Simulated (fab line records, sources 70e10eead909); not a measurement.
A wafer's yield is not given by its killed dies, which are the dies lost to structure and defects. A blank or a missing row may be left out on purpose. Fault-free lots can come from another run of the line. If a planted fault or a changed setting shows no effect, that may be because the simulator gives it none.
Chamber matching -- flow nand-harc -- NHARC_A_STAIRCASE_DEP_417 on pecvd-02: 3 sister chambers
The step deposits Si3N4, target thk 60 nm. 22 wafers are shown with their chamber, then 11 later ones without.

== WAFERS PAIRED WITH THEIR CHAMBERS ==
wafer,chamber,heater-power-w (W)
L074.1,2,749
L074.4,0,779
L074.6,2,740
L076.2,2,711
L076.4,0,775
L076.5,1,802
L076.1,1,780
L076.3,0,777
L076.6,2,711
L083.3,1,768
L083.4,2,675
L083.5,1,777
L082.2,1,709
L082.4,1,721
L082.6,2,705
L085.1,0,899
L085.5,0,897
L085.6,1,674
L090.1,1,727
L090.4,1,714
L090.6,0,797
L091.1,1,694

SIGNATURES (averages over the wafers above)
reading,chamber 0,chamber 1,chamber 2,scatter within a chamber
heater-power-w,820.67,736.60,715.17,44.7
Rule: a wafer lies at a distance from a chamber equal to the root of the sum of squares, over the readings, of (its reading less the chamber's mean, divided by the reading's scatter). If the next closest chamber is less than 2 further off than the closest, the wafer can't be placed; otherwise it belongs to the closest. The scatter: take each reading less its chamber's mean, square it, sum over the shown wafers, divide by the number of wafers less the number of chambers, and take the root.

== WAFERS MISSING THEIR CHAMBER ==
wafer,heater-power-w (W)
L091.3,737
L091.6,732
L092.1,798
L092.4,807
L092.6,821
L093.2,735
L093.3,913
L093.6,811
L095.2,721
L095.3,747
L095.5,767

== EACH ONE'S CHAMBER ==
wafer,from the rows above,in truth
L091.3,can't be placed: 1 or 2 or 0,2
L091.6,can't be placed: 1 or 2 or 0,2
L092.1,can't be placed: 0 or 1 or 2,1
L092.4,can't be placed: 0 or 1 or 2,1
L092.6,can't be placed: 0 or 1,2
L093.2,can't be placed: 1 or 2 or 0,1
L093.3,can't be placed: 0 or 1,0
L093.6,can't be placed: 0 or 1 or 2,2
L095.2,can't be placed: 2 or 1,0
L095.3,can't be placed: 1 or 2 or 0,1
L095.5,can't be placed: 1 or 2 or 0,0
Placed correctly: 0 of 11. Cannot be placed on the basis of these rows: 11; the candidates contain the true chamber in 9. Wrongly placed: 0.
